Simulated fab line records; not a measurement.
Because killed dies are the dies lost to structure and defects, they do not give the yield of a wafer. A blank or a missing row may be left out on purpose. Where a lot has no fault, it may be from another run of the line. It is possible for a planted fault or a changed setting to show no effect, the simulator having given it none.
fab line records	flow nand_harc
[record] lots = 6	wafers = 18	last_day = 34
route steps=1302 shown P_M1@306 P_M2@318 END@1302
lots that met no fault: from a run of the same line without faults
start_h: start of the lot's first displayed wafer, in hours after the record's first day	wait_h: hours since the lot's step before	" the same as in the row above	L1.1+2: one row covering several wafers at once	- no value present, or no start provided	* or withheld: withheld	< > ~ a bound
route shown NAME@n: names a module that has steps shown in the file, with the first one's number in the route	usual: mean/standard deviation taken from wafers without a fault	same: alike in all rows	chamber/n: place in a boat	sites: the reading at each site	_std_site: standard deviation across them	_edge_site: the outer-site mean with the inner-site mean subtracted	radius_mm: for every site, how far away it sits from the centre of the wafer	mask NAME#n: copy n	behind: the tool/chamber that last shaped the wafer	hold: cause of the lot's hold/its duration in hours/its outcome	device: whichever transistor did not switch (one of n, p or np)	end of line: tests run on the same wafers once the route is complete	for a step that has no rows: nothing shown but its recipe	killed: at the first sort, the dies lost to defects and structure; wafer yield is something else	map: shows each die of a wafer: x if killed, . if not, _ if none is there
set.NAME: the run value of the setting; set.NAME@STEP: its run value at that earlier step	model.NAME: the simulator's own value behind a step, which no gauge read
a table for each step, a row for each wafer; lots at some steps of the route
services: a tool's chamber out of use, with start hour (start_h, from the record's first day; less than 0 if before it), hours out, and reason
[[steps]]
[step NHARC_P_M1_PRE_CLEAN_30]
[recipe] time_s = 30	temp_c = 280	gas = H2/He
[step NHARC_P_M1_PVD_20]
[recipe] target_thk_a = 50	bias_v = 168.6	power_w = 15000	chamber_pressure_pa = 0.12	time_s = 8.06	substrate_temp_c = 50	material = TaN
[usual] throttle_valve_pct = 30.3/1.5
lot.wafer	tool	chamber	start_h	wait_h	throttle_valve_pct
L813.1	pvd_sputter-01	-	-	-	29.3
L813.4	"	-	"	"	29.5
L813.5	"	-	"	"	31.6
L823.1	pvd_sputter-03	-	-	-	31.2
L823.3	"	-	"	"	31.3
L823.6	"	-	"	"	31.2
L824.4	pvd_sputter-01	-	-	-	30.5
L824.6	"	-	"	"	29.9
L824.5	"	-	"	"	31.9
L832.3	pvd_sputter-01	-	-	-	30.8
L832.2	"	-	"	"	31.7
L832.6	"	-	"	"	27.3
L834.2	pvd_sputter-01	-	-	-	30.4
L834.1	"	-	"	"	30.1
L834.5	"	-	"	"	30.6
L833.4	pvd_sputter-01	-	-	-	27.6
L833.1	"	-	"	"	30.3
L833.5	"	-	"	"	27.5
[step NHARC_P_M1_PVD_21]
[recipe] target_thk_a = 300	chamber_pressure_pa = 5	power_w = 5000	substrate_temp_c = 30	time_s = 20.49	material = Cu
[step NHARC_P_M1_ECD_22]
[recipe] target_thk_a = 4000	bath_temp_c = 25	material = Cu
[step NHARC_P_M1_ANNEAL_31]
[recipe] temp_c = 225	time_s = 90
[usual] wafer_temp_C_max = 225.62/0.24
lot.wafer	tool	chamber	start_h	wait_h	wafer_temp_C_max
L813.1	rtp_anneal-01	0	143.45	-	225.59
L813.4	"	0	"	"	225.47
L813.5	"	0	"	"	225.69
L823.1	rtp_anneal-01	0	252.38	0.3	225.94
L823.3	"	0	"	"	226.02
L823.6	"	0	"	"	225.75
L824.4	rtp_anneal-02	0	255.80	-	225.37
L824.5	"	0	"	"	225.26
L824.6	"	0	"	"	225.30
L832.2	rtp_anneal-02	0	333.49	0.3	225.46
L832.3	"	0	"	"	225.45
L832.6	"	0	"	"	225.82
L834.1	rtp_anneal-01	0	355.54	-	225.58
L834.2	"	0	"	"	225.57
L834.5	"	0	"	"	225.52
L833.1	rtp_anneal-02	0	381.17	-	225.66
L833.4	"	0	"	"	225.59
L833.5	"	0	"	"	225.67
[step NHARC_P_M1_CMP_23]
[recipe] t_overpolish_s = 20	target_thk_nm = 157.82
[step NHARC_P_M1_THK_MEAS_24]
[recipe] thk_meas_gauge = xrf
[usual] thk_nm = 157.5/1.3
lot.wafer	tool	chamber	start_h	wait_h	thk_nm
L813.1	film_metro-01	-	144.11	-	155.6
L813.4	"	-	"	"	156.9
L813.5	"	-	"	"	157.7
L823.1	film_metro-01	-	253.34	-	157.5
L823.3	"	-	"	"	157.6
L823.6	"	-	"	"	157.2
L824.4	film_metro-02	-	256.30	-	158.0
L824.5	"	-	"	"	158.0
L824.6	"	-	"	"	155.5
L832.2	film_metro-02	-	334.09	-	158.8
L832.3	"	-	"	"	159.4
L832.6	"	-	"	"	157.2
L834.1	film_metro-01	-	356.19	-	160.6
L834.2	"	-	"	"	156.2
L834.5	"	-	"	"	157.0
L833.1	film_metro-01	-	381.83	-	158.2
L833.4	"	-	"	"	157.7
L833.5	"	-	"	"	156.0
[step NHARC_P_M1_SRD_25]
[step NHARC_P_M1_INSPECT_27]
[usual] raw_defect_count = 324/140
lot.wafer	tool	chamber	start_h	wait_h	raw_defect_count
L813.1	defect_inspect-01	-	144.26	0.0	166
L813.4	"	-	"	"	350
L813.5	"	-	"	"	229
L823.1	defect_inspect-02	-	253.50	0.0	409
L823.3	"	-	"	"	264
L823.6	"	-	"	"	456
L824.4	defect_inspect-02	-	256.46	0.0	241
L824.5	"	-	"	"	322
L824.6	"	-	"	"	568
L832.2	defect_inspect-02	-	334.25	0.0	207
L832.3	"	-	"	"	138
L832.6	"	-	"	"	272
L834.1	defect_inspect-01	-	356.35	0.0	188
L834.2	"	-	"	"	162
L834.5	"	-	"	"	303
L833.1	defect_inspect-02	-	381.98	0.0	204
L833.4	"	-	"	"	282
L833.5	"	-	"	"	430
[step NHARC_P_M1_PRE_CLEAN_32]
[recipe] time_s = 12	temp_c = 370	rf_power_w = 300	gas = NH3
[step NHARC_P_M1_DEP_33]
[recipe] target_thk_a = 300	temp_c = 370	target_thk_nm = 30	pressure_torr = 3	flow_sccm = 200	rf_w = 450	material = SiCN
[step NHARC_P_M2_DEP_00]
[recipe] target_thk_a = 1825	target_thk_nm = 182.5	temp_c = withheld	pressure_torr = 5	flow_sccm = 200	rf_w = 600	material = SiOC
lot.wafer	tool	chamber	start_h	wait_h
L813.1+4+5	pecvd-03	2,0,1	144.91	-
L823.3+1+6	pecvd-02	0,2,0	254.59	-
L824.5+6+4	pecvd-02	0,1,2	257.15	-
L832.3+2+6	pecvd-03	2,0,1	334.78	-
L834.2+1+5	pecvd-02	0,1,1	356.89	-
L833.1+4+5	pecvd-01	0,0,1	382.54	-
[step NHARC_P_M2_DEHYDRATE_01]
[recipe] temp_c = 150	time_s = 120
[step NHARC_P_M2_HMDS_02]
[recipe] time_s = 30
[step NHARC_P_M2_COAT_34]
[recipe] temp_c = 200	time_s = 65
[step NHARC_P_M2_COAT_03]
[recipe] spin_rpm = 1500	resist_thk_nm = 90
[step NHARC_P_M2_SOFTBAKE_04]
[recipe] temp_c = 105	time_s = 55
[step NHARC_P_M2_EBR_05]
[step NHARC_P_M2_EXPOSE_06]
[recipe] na = 1.35	target_cd_nm = 170	dose_mj = 80.78	mask_id = P_M2
[step NHARC_P_M2_PEB_07]
[recipe] peb_temp_c = 100	peb_time_s = 65
[step NHARC_P_M2_DEVELOP_08]
[recipe] develop_time_s = 35	dev_temp_c = 23
[step NHARC_P_M2_CD_MEAS_09]
[recipe] target_cd_nm = 170	landing_energy_ev = 500
[usual] cd_nm = 169.8/0.57
lot.wafer	tool	chamber	start_h	wait_h	cd_nm
L813.1	cd_sem-02	0	145.53	-	169.5
L813.4	"	0	"	"	170.1
L813.5	"	0	"	"	170.5
L823.1	cd_sem-02	0	256.14	-	169.9
L823.3	"	0	"	"	170.2
L823.6	"	0	"	"	170.0
L824.4	cd_sem-03	0	257.85	-	169.6
L824.5	"	0	"	"	170.4
L824.6	"	0	"	"	170.0
L832.2	cd_sem-02	0	335.62	-	169.6
L832.3	"	0	"	"	169.4
L832.6	"	0	"	"	169.6
L834.1	cd_sem-03	0	357.60	-	170.8
L834.2	"	0	"	"	170.5
L834.5	"	0	"	"	170.6
L833.1	cd_sem-01	0	383.38	-	169.8
L833.4	"	0	"	"	170.0
L833.5	"	0	"	"	169.7
[step NHARC_P_M2_OVL_MEAS_10]
[recipe] pitch_nm = 340
[usual] overlay_x_nm = 0.2/0.93	overlay_y_nm = 0.1/0.83
lot.wafer	tool	chamber	start_h	wait_h	overlay_x_nm	overlay_y_nm
L813.1	overlay-02	-	145.61	-	0.0	-0.2
L813.4	"	-	"	"	0.1	-0.8
L813.5	"	-	"	"	0.3	-1.0
L823.1	overlay-01	-	256.23	-	1.0	0.7
L823.3	"	-	"	"	0.6	0.9
L823.6	"	-	"	"	0.8	0.7
L824.4	overlay-01	-	257.94	-	-0.4	-0.6
L824.5	"	-	"	"	-0.5	-0.8
L824.6	"	-	"	"	-0.6	-1.1
L832.2	overlay-02	-	335.70	-	0.3	1.9
L832.3	"	-	"	"	0.1	1.3
L832.6	"	-	"	"	0.2	1.2
L834.1	overlay-02	-	357.69	-	0.7	0.4
L834.2	"	-	"	"	0.7	0.0
L834.5	"	-	"	"	-0.2	0.6
L833.1	overlay-01	-	383.47	-	0.0	-1.6
L833.4	"	-	"	"	0.8	-0.7
L833.5	"	-	"	"	0.2	-1.5
[step NHARC_P_M2_INSPECT_11]
[usual] raw_defect_count = 4/3.1
lot.wafer	tool	chamber	start_h	wait_h	raw_defect_count
L813.1	defect_inspect-01	-	145.65	0.0	4
L813.4	"	-	"	"	6
L813.5	"	-	"	"	3
L823.1	defect_inspect-02	-	256.26	0.0	2
L823.3	"	-	"	"	2
L823.6	"	-	"	"	2
L824.4	defect_inspect-02	-	257.97	0.0	7
L824.5	"	-	"	"	4
L824.6	"	-	"	"	5
L832.2	defect_inspect-02	-	335.74	0.0	2
L832.3	"	-	"	"	2
L832.6	"	-	"	"	0
L834.1	defect_inspect-02	-	357.72	0.0	3
L834.2	"	-	"	"	5
L834.5	"	-	"	"	2
L833.1	defect_inspect-02	-	383.50	0.0	2
L833.4	"	-	"	"	3
L833.5	"	-	"	"	1
[step NHARC_P_M2_DESCUM_14]
[recipe] time_s = 3	o2_flow_sccm = 200	ar_flow_sccm = 0	bias_power_w = 0	chemistry = O2
[step NHARC_P_M2_ETCH_35]
[recipe] target_depth_a = 400	overetch_a = 120	time_s = 43.94	ion_energy_ev = 200	n2_flow_sccm = 150	h2_flow_sccm = 150	ar_flow_sccm = 0	rf_w = 400	bias_w = 150	chemistry = N2/H2
[usual] bias_w = 150.0/0.44	drypump_motor_current_A = 5.7/0.51	oes_product_au = 0.998/0.0078	rf_vpp_V = 429.3/2.4	showerhead_plenum_p_Torr = 1.99/0.083	throttle_valve_pct = 14.170/0.011
lot.wafer	tool	chamber	start_h	wait_h	bias_w	drypump_motor_current_A	oes_product_au	rf_hours_counter_h	rf_vpp_V	showerhead_plenum_p_Torr	throttle_valve_pct
L813.1	rie_diel-06	1	145.83	0.1	150.1	6.4	0.993	0.5	428.6	1.93	14.168
L813.4	"	2	"	"	150.1	5.0	1.000	-	432.5	2.09	14.179
L813.5	"	0	"	"	150.4	5.5	1.012	-	426.1	1.92	14.156
L823.3	rie_diel-06	0	256.41	0.1	150.0	5.5	1.006	7.7	426.1	1.92	14.166
L823.1	"	2	"	"	150.0	5.0	1.001	8.4	431.2	2.09	14.155
L823.6	"	0	"	"	149.9	5.5	1.012	-	426.7	1.92	14.162
L824.4	rie_diel-06	3	258.13	0.1	149.7	5.5	0.992	5.3	427.7	1.90	14.183
L824.6	"	1	"	"	149.2	6.4	0.997	-	429.0	1.93	14.192
L824.5	"	2	"	"	150.7	5.0	1.004	-	432.0	2.08	14.175
L832.2	rie_diel-13	0	335.89	0.1	150.5	5.1	1.000	5.8	427.8	1.95	14.169
L832.3	"	1	"	"	150.2	5.2	1.006	5.0	428.6	1.96	14.187
L832.6	"	0	"	"	150.8	5.1	1.009	-	427.5	1.95	14.161
L834.2	rie_diel-05	2	357.88	0.1	150.1	6.1	1.001	6.2	429.2	1.97	14.173
L834.1	"	0	"	"	150.1	5.7	0.987	6.7	433.1	2.16	14.182
L834.5	"	2	"	"	150.1	6.1	0.996	-	429.1	1.97	14.183
L833.1	rie_diel-13	1	383.66	0.1	150.4	5.2	1.020	3.2	427.4	1.96	14.172
L833.4	"	2	"	"	149.4	5.0	1.001	1.9	430.7	2.05	14.179
L833.5	"	3	"	"	150.1	6.3	1.004	-	426.6	1.90	14.175
[step NHARC_P_M2_ETCH_15]
[recipe] target_depth_a = 1825	time_s = 91.2	c4f8_flow_sccm = withheld	ar_flow_sccm = 400	rf_w = 600	bias_w = 300	chemistry = C4F8/Ar
[step NHARC_P_M2_CD_MEAS_16]
[usual] cd_nm = 169.9/0.72
lot.wafer	tool	chamber	start_h	wait_h	cd_nm
L813.1	cd_sem-01	-	146.06	-	170.0
L813.4	"	-	"	"	169.6
L813.5	"	-	"	"	170.3
L823.1	cd_sem-02	-	256.63	-	170.2
L823.3	"	-	"	"	170.1
L823.6	"	-	"	"	170.3
L824.4	cd_sem-03	-	258.34	-	170.3
L824.5	"	-	"	"	170.3
L824.6	"	-	"	"	169.6
L832.2	cd_sem-01	-	336.11	-	169.6
L832.3	"	-	"	"	170.2
L832.6	"	-	"	"	169.7
L834.1	cd_sem-01	-	358.10	-	170.9
L834.2	"	-	"	"	170.4
L834.5	"	-	"	"	170.5
L833.1	cd_sem-02	-	383.87	-	170.2
L833.4	"	-	"	"	170.2
L833.5	"	-	"	"	170.2
[step NHARC_P_M2_STRIP_18]
[recipe] power_w = 1000	n2_flow_sccm = 150	h2_flow_sccm = 150	ar_flow_sccm = 0	bias_w = 0	chemistry = N2/H2
[usual] drypump_motor_current_A = 5.6/0.5	oes_product_au = 0.998/0.0076	rf_vpp_V = 90.4/0.95	showerhead_plenum_p_Torr = 1.99/0.084	throttle_valve_pct = 14.171/0.009
[same] bias_w = 0
lot.wafer	tool	chamber	start_h	wait_h	drypump_motor_current_A	oes_product_au	rf_hours_counter_h	rf_vpp_V	showerhead_plenum_p_Torr	throttle_valve_pct
L813.1	rie_diel-06	2	146.17	0.1	5.0	1.001	1.0	90.3	2.09	14.162
L813.4	"	1	"	"	6.4	0.995	-	92.0	1.93	14.185
L813.5	"	0	"	"	5.4	1.002	-	88.9	1.92	14.167
L823.3	rie_diel-06	3	256.70	0.1	5.5	1.002	5.0	90.2	1.90	14.159
L823.1	"	0	"	"	5.4	1.001	7.8	89.3	1.92	14.153
L823.6	"	3	"	"	5.5	1.007	-	88.9	1.90	14.176
L824.4	rie_diel-05	2	258.41	0.1	6.1	1.001	2.3	90.2	1.97	14.170
L824.5	"	2	"	"	6.1	1.000	-	90.0	1.97	14.174
L824.6	"	3	"	"	5.2	0.994	-	88.9	2.02	14.173
L832.2	rie_diel-06	3	336.18	0.1	5.5	1.007	1.8	88.9	1.90	14.163
L832.3	"	2	"	"	5.0	1.006	1.9	92.0	2.08	14.165
L832.6	"	3	"	"	5.5	1.001	-	89.4	1.90	14.184
L834.1	rie_diel-06	0	358.20	0.1	5.4	1.002	2.3	89.9	1.92	14.183
L834.2	"	2	"	"	5.0	1.001	2.6	91.1	2.08	14.169
L834.5	"	3	"	"	5.5	0.990	-	89.2	1.90	14.173
L833.1	rie_diel-06	1	383.97	0.1	6.4	0.995	3.7	90.7	1.93	14.193
L833.4	"	2	"	"	5.0	1.005	4.4	90.1	2.08	14.166
L833.5	"	0	"	"	5.4	0.996	-	89.7	1.92	14.171
[step NHARC_P_M2_ETCH_28]
[recipe] target_depth_a = 300	over_etch_frac = 0.3	time_s = 72.99	ion_energy_ev = 150	cf4_flow_sccm = 50	n2_flow_sccm = 100	ar_flow_sccm = 150	rf_w = 300	bias_w = 100	chemistry = CF4/N2
[step NHARC_P_M2_STRIP_19]
[recipe] time_s = 600	temp_c = 30	chemistry = post_etch_residue_remover
[step NHARC_P_M2_DEGAS_29]
[recipe] temp_c = 250	time_s = 60
[usual] heater_power_w = 335/31
lot.wafer	tool	chamber	start_h	wait_h	heater_power_w
L813.1	pvd_sputter-01	-	146.85	-	344
L813.4	"	-	"	"	307
L813.5	"	-	"	"	351
L823.1	pvd_sputter-02	-	257.34	-	298
L823.3	"	-	"	"	374
L823.6	"	-	"	"	303
L824.4	pvd_sputter-01	-	259.06	-	308
L824.6	"	-	"	"	351
L824.5	"	-	"	"	314
L832.2	pvd_sputter-02	-	336.83	-	351
L832.3	"	-	"	"	379
L832.6	"	-	"	"	307
L834.1	pvd_sputter-03	-	358.83	-	295
L834.2	"	-	"	"	357
L834.5	"	-	"	"	276
L833.1	pvd_sputter-01	-	384.58	-	309
L833.4	"	-	"	"	312
L833.5	"	-	"	"	317
[step NHARC_P_M2_PRE_CLEAN_30]
[recipe] time_s = 30	temp_c = 280	gas = H2/He
[step NHARC_P_M2_PVD_20]
[recipe] target_thk_a = 50	bias_v = 168.6	power_w = 15000	chamber_pressure_pa = 0.12	time_s = 8.06	substrate_temp_c = 50	material = TaN
[step NHARC_P_M2_PVD_21]
[recipe] target_thk_a = 300	chamber_pressure_pa = 5	power_w = 5000	substrate_temp_c = 30	time_s = 20.49	material = Cu
[step NHARC_P_M2_ECD_22]
[recipe] target_thk_a = 4000	bath_temp_c = 25	material = Cu
[step NHARC_P_M2_ANNEAL_31]
[recipe] temp_c = 225	time_s = 90
[step NHARC_P_M2_CMP_23]
[recipe] t_overpolish_s = 20	target_thk_nm = 144.3
[step NHARC_P_M2_SRD_25]
[step NHARC_END_SORT_01]
[recipe] temp_c = 25
[usual] defect_limited_yield = 90.8/2.2	killed_at_array = 58/15	killed_at_other = 0.8/1.2	killed_at_periphery = 3.5/2.5	killed_dies = 62/15	killed_open = 3.2/1.7	killed_short = 2.4/1.5
[same] gross_dies = 677
lot.wafer	tool	chamber	start_h	wait_h	hold	defect_limited_yield[%]	killed_at_array	killed_at_other	killed_at_periphery	killed_dies	killed_open	killed_short
L813.1	prober-01	0	565.98	2.5	-	90.4	58	0	7	65	3	3
L813.4	prober-01	0	568.40	3.4	-	89.1	69	0	5	74	1	4
L813.5	prober-01	0	569.20	3.7	-	91.1	55	0	5	60	3	4
L823.1	prober-02	0	659.68	2.5	await_dispo/3.3h/scrap	0	58	0	619	677	4	0
L823.3	prober-02	0	661.25	3.1	await_dispo/3.3h/scrap	0	66	1	610	677	2	1
L823.6	prober-02	0	663.62	3.9	await_dispo/3.3h/scrap	0	68	0	609	677	4	3
L824.4	prober-02	0	710.46	3.4	await_dispo/1.0h/scrap	0	28	0	649	677	2	4
L824.5	prober-02	0	711.26	3.7	await_dispo/1.0h/scrap	0	30	0	647	677	3	6
L824.6	prober-02	0	712.06	4.0	await_dispo/1.0h/scrap	0	27	0	650	677	2	1
L834.1	prober-01	0	786.88	2.5	-	92.8	47	1	1	49	3	2
L834.2	prober-01	0	787.68	2.8	-	92.0	50	1	3	54	2	6
L834.5	prober-01	0	790.08	3.7	-	91.3	53	2	4	59	6	4
L833.1	prober-01	0	823.03	2.5	-	91.4	53	1	4	58	6	2
L833.4	prober-01	0	825.46	3.4	-	92.0	49	0	5	54	0	4
L833.5	prober-01	0	826.26	3.7	-	92.8	44	0	5	49	6	4
// killed by level:class
L813.1 A_CHANNEL_HOLE_D1:chamber_film_flake=32 A_SLIT:chamber_film_flake=20 P_CONTACT:chamber_film_flake=2 P_M2:chamber_film_flake=2 A_CHANNEL_HOLE_D2:chamber_film_flake=2 P_CONTACT:geometric_particle:open=1 P_M0:geometric_particle:open=1 P_M1:geometric_particle:short=1
L813.4 A_CHANNEL_HOLE_D1:chamber_film_flake=32 A_SLIT:chamber_film_flake=20 A_CONTACT:chamber_film_flake=5 A_CHANNEL_HOLE_D2:chamber_film_flake=4 A_CHANNEL_FILL_D1:geometric_particle:short=2 P_M2:chamber_film_flake=2 A_CHANNEL_FILL_D1:chamber_film_flake=2 P_M0:geometric_particle:open=1
L813.5 A_CHANNEL_HOLE_D1:chamber_film_flake=26 A_SLIT:chamber_film_flake=15 A_CHANNEL_HOLE_D2:chamber_film_flake=5 A_CONTACT:chamber_film_flake=4 P_M2:chamber_film_flake=3 P_CONTACT:geometric_particle:open=1 P_M2:geometric_particle:short=1 A_ONON_D1:geometric_particle:open=1
L823.1 P_M2:area_dep=616 A_SLIT:chamber_film_flake=29 A_CHANNEL_HOLE_D1:chamber_film_flake=24 P_M2:geometric_particle:open=1 A_ONON_D2:geometric_particle:open=1 A_SGD_CUT:geometric_particle:open=1 A_WL_FILL:geometric_particle:open=1 P_GATE:chamber_film_flake=1
L823.3 P_M2:area_dep=606 A_CHANNEL_HOLE_D1:chamber_film_flake=32 A_SLIT:chamber_film_flake=27 A_CONTACT:chamber_film_flake=4 P_BONDPAD:chamber_film_flake=2 P_CONTACT:geometric_particle:open=1 A_BLC:geometric_particle:open=1 A_M1:geometric_particle:short=1
L823.6 P_M2:area_dep=604 A_CHANNEL_HOLE_D1:chamber_film_flake=30 A_SLIT:chamber_film_flake=26 P_BONDPAD:chamber_film_flake=3 A_CONTACT:chamber_film_flake=3 A_ONON_D1:geometric_particle:open=2 A_SGD_CUT:geometric_particle:short=2 P_CONTACT:geometric_particle:open=1
L824.4 P_M2:area_dep=642 A_CONTACT:chamber_film_flake=5 A_CHANNEL_HOLE_D1:chamber_film_flake=4 A_SLIT:chamber_film_flake=4 P_GATE:chamber_film_flake=3 A_CHANNEL_FILL_D2:chamber_film_flake=3 A_DECK1_JOINT:geometric_particle:short=2 A_CHANNEL_FILL_D1:chamber_film_flake=2
L824.5 P_M2:area_dep=642 A_CHANNEL_HOLE_D1:chamber_film_flake=7 A_SLIT:chamber_film_flake=4 A_CHANNEL_FILL_D2:geometric_particle:short=3 A_CHANNEL_FILL_D1:chamber_film_flake=3 A_DECK1_JOINT:chamber_film_flake=3 A_CONTACT:chamber_film_flake=3 P_GATE:chamber_film_flake=2
L824.6 P_M2:area_dep=647 A_CHANNEL_HOLE_D1:chamber_film_flake=9 A_CONTACT:chamber_film_flake=6 A_SLIT:chamber_film_flake=4 A_WL_FILL:chamber_film_flake=3 A_CHANNEL_FILL_D2:geometric_particle:open=2 A_DECK1_JOINT:geometric_particle:short=1 P_STI:chamber_film_flake=1
L834.1 A_CHANNEL_HOLE_D1:chamber_film_flake=22 A_CONTACT:chamber_film_flake=7 A_DECK1_JOINT:chamber_film_flake=4 A_SLIT:chamber_film_flake=4 A_BLC:chamber_film_flake=3 A_CHANNEL_FILL_D2:geometric_particle:short=2 A_CHANNEL_FILL_D1:geometric_particle:open=1 A_WL_FILL:geometric_particle:open=1
L834.2 A_CHANNEL_HOLE_D1:chamber_film_flake=28 A_SLIT:chamber_film_flake=5 A_STAIRCASE:chamber_film_flake=4 A_BLC:chamber_film_flake=3 A_ONON_D2:geometric_particle:short=2 A_CONTACT:chamber_film_flake=2 P_CONTACT:geometric_particle:short=1 P_M1:geometric_particle:open=1
L834.5 A_CHANNEL_HOLE_D1:chamber_film_flake=19 A_CONTACT:chamber_film_flake=8 A_SLIT:chamber_film_flake=8 A_BLC:chamber_film_flake=6 A_CHANNEL_HOLE_D2:chamber_film_flake=3 A_STAIRCASE:chamber_film_flake=3 P_CONTACT:geometric_particle:short=2 P_M0:geometric_particle:open=1
L833.1 A_SLIT:chamber_film_flake=35 A_CONTACT:chamber_film_flake=5 A_CHANNEL_HOLE_D2:chamber_film_flake=3 P_M0:geometric_particle:open=2 P_ZERO_WELL:chamber_film_flake=2 A_STAIRCASE:chamber_film_flake=2 A_SOURCE_PLATE:geometric_particle:open=1 A_ONON_D1:geometric_particle:short=1
L833.4 A_SLIT:chamber_film_flake=36 P_BONDPAD:chamber_film_flake=3 A_CHANNEL_HOLE_D2:chamber_film_flake=3 A_STAIRCASE:chamber_film_flake=2 A_CONTACT:chamber_film_flake=2 P_STI:geometric_particle:short=1 A_ONON_D1:geometric_particle:short=1 A_CHANNEL_HOLE_D1:geometric_particle:short=1
L833.5 A_SLIT:chamber_film_flake=25 A_CHANNEL_HOLE_D2:chamber_film_flake=5 P_BONDPAD:chamber_film_flake=3 A_CONTACT:chamber_film_flake=3 A_STAIRCASE:chamber_film_flake=2 P_CONTACT:geometric_particle:open=1 P_M1:geometric_particle:short=1 A_ONON_D1:geometric_particle:short=1
// map L823.1 (x killed, . not)
____________x____________
_________xxxxxxx_________
_______xxxxxxxxxxx_______
______xxxxxxxxxxxxx______
_____xxxxxxxxxxxxxxx_____
____xxxxxxxxxxxxxxxxx____
____xxxxxxxxxxxxxxxxx____
___xxxxxxxxxxxxxxxxxxx___
___xxxxxxxxxxxxxxxxxxx___
__xxxxxxxxxxxxxxxxxxxxx__
__xxxxxxxxxxxxxxxxxxxxx__
_xxxxxxxxxxxxxxxxxxxxxxx_
_xxxxxxxxxxxxxxxxxxxxxxx_
_xxxxxxxxxxxxxxxxxxxxxxx_
_xxxxxxxxxxxxxxxxxxxxxxx_
_xxxxxxxxxxxxxxxxxxxxxxx_
xxxxxxxxxxxxxxxxxxxxxxxxx
xxxxxxxxxxxxxxxxxxxxxxxxx
xxxxxxxxxxxxxxxxxxxxxxxxx
xxxxxxxxxxxxxxxxxxxxxxxxx
xxxxxxxxxxxxxxxxxxxxxxxxx
_xxxxxxxxxxxxxxxxxxxxxxx_
_xxxxxxxxxxxxxxxxxxxxxxx_
_xxxxxxxxxxxxxxxxxxxxxxx_
_xxxxxxxxxxxxxxxxxxxxxxx_
_xxxxxxxxxxxxxxxxxxxxxxx_
__xxxxxxxxxxxxxxxxxxxxx__
__xxxxxxxxxxxxxxxxxxxxx__
___xxxxxxxxxxxxxxxxxxx___
___xxxxxxxxxxxxxxxxxxx___
____xxxxxxxxxxxxxxxxx____
____xxxxxxxxxxxxxxxxx____
_____xxxxxxxxxxxxxxx_____
______xxxxxxxxxxxxx______
_______xxxxxxxxxxx_______
_________xxxxxxx_________
____________x____________
// map L824.4 (x killed, . not)
____________x____________
_________xxxxxxx_________
_______xxxxxxxxxxx_______
______xxxxxxxxxxxxx______
_____xxxxxxxxxxxxxxx_____
____xxxxxxxxxxxxxxxxx____
____xxxxxxxxxxxxxxxxx____
___xxxxxxxxxxxxxxxxxxx___
___xxxxxxxxxxxxxxxxxxx___
__xxxxxxxxxxxxxxxxxxxxx__
__xxxxxxxxxxxxxxxxxxxxx__
_xxxxxxxxxxxxxxxxxxxxxxx_
_xxxxxxxxxxxxxxxxxxxxxxx_
_xxxxxxxxxxxxxxxxxxxxxxx_
_xxxxxxxxxxxxxxxxxxxxxxx_
_xxxxxxxxxxxxxxxxxxxxxxx_
xxxxxxxxxxxxxxxxxxxxxxxxx
xxxxxxxxxxxxxxxxxxxxxxxxx
xxxxxxxxxxxxxxxxxxxxxxxxx
xxxxxxxxxxxxxxxxxxxxxxxxx
xxxxxxxxxxxxxxxxxxxxxxxxx
_xxxxxxxxxxxxxxxxxxxxxxx_
_xxxxxxxxxxxxxxxxxxxxxxx_
_xxxxxxxxxxxxxxxxxxxxxxx_
_xxxxxxxxxxxxxxxxxxxxxxx_
_xxxxxxxxxxxxxxxxxxxxxxx_
__xxxxxxxxxxxxxxxxxxxxx__
__xxxxxxxxxxxxxxxxxxxxx__
___xxxxxxxxxxxxxxxxxxx___
___xxxxxxxxxxxxxxxxxxx___
____xxxxxxxxxxxxxxxxx____
____xxxxxxxxxxxxxxxxx____
_____xxxxxxxxxxxxxxx_____
______xxxxxxxxxxxxx______
_______xxxxxxxxxxx_______
_________xxxxxxx_________
____________x____________
[[services]]
tool	chamber	start_h	hours	kind
rie_diel-06	-	126.38	0.3	repair
rie_diel-06	-	130.20	9.0	pm
rie_diel-06	3	141.87	29.6	repair
rie_diel-05	-	150.08	0.4	repair
rie_diel-13	-	165.00	9.0	pm
pvd_sputter-03	-	170.00	10.0	pm
rie_diel-05	2	177.15	7.3	repair
pecvd-03	-	185.11	13.0	pm
pvd_sputter-01	-	211.88	1.0	repair
pvd_sputter-01	-	214.40	1.0	repair
pvd_sputter-01	-	226.00	10.0	pm
pvd_sputter-03	-	226.99	5.3	repair
pecvd-02	-	227.29	13.0	pm
rie_diel-05	-	229.60	9.0	pm
rie_diel-13	-	245.28	73.8	repair
pvd_sputter-02	-	258.19	1.1	repair
rie_diel-05	-	277.82	2.1	repair
pvd_sputter-02	-	282.01	10.0	pm
rie_diel-05	1	282.15	7.4	repair
pvd_sputter-01	-	302.94	0.7	repair
pecvd-02	-	306.57	1.1	repair
rie_diel-06	-	307.20	9.0	pm
rie_diel-13	-	342.00	9.0	pm
rtp_anneal-01	-	372.25	12.0	pm
[[key]]
[first_sign] step = NHARC_END_SORT_01	reading = killed_at_periphery	direction = up	sigmas = 99+	usual = 3.5	struck = 630.7
[effect] step = NHARC_END_SORT_01	reading = defect_limited_yield	direction = down	sigmas = 42	usual = 90.8	struck = 0
[more_kills_born_at] NHARC_P_M2_DEP_00@pecvd-02 = 3757
met_at NHARC_P_M2_DEP_00
struck_wafers L823.1,L823.3,L823.6,L824.4,L824.5,L824.6
later_rows_left_out L823.1,L823.3,L823.6,L824.4,L824.5,L824.6
also_fits NHARC_P_M2_ETCH_35:rie_diel-06
[fault] kind = process_parameter_drift	tool = pecvd-02	chamber = -	onset_h = 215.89	steps = NHARC_P_M2_DEP_00	channel = target_thk_nm	offset = 80.77	shape = step	end_h = 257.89	acts_in = these_recipes_only	stated = 182.5
// later_rows_left_out: the simulator's readings of these wafers behind a module that went badly wrong aren't trusted and aren't shown, but for the sort
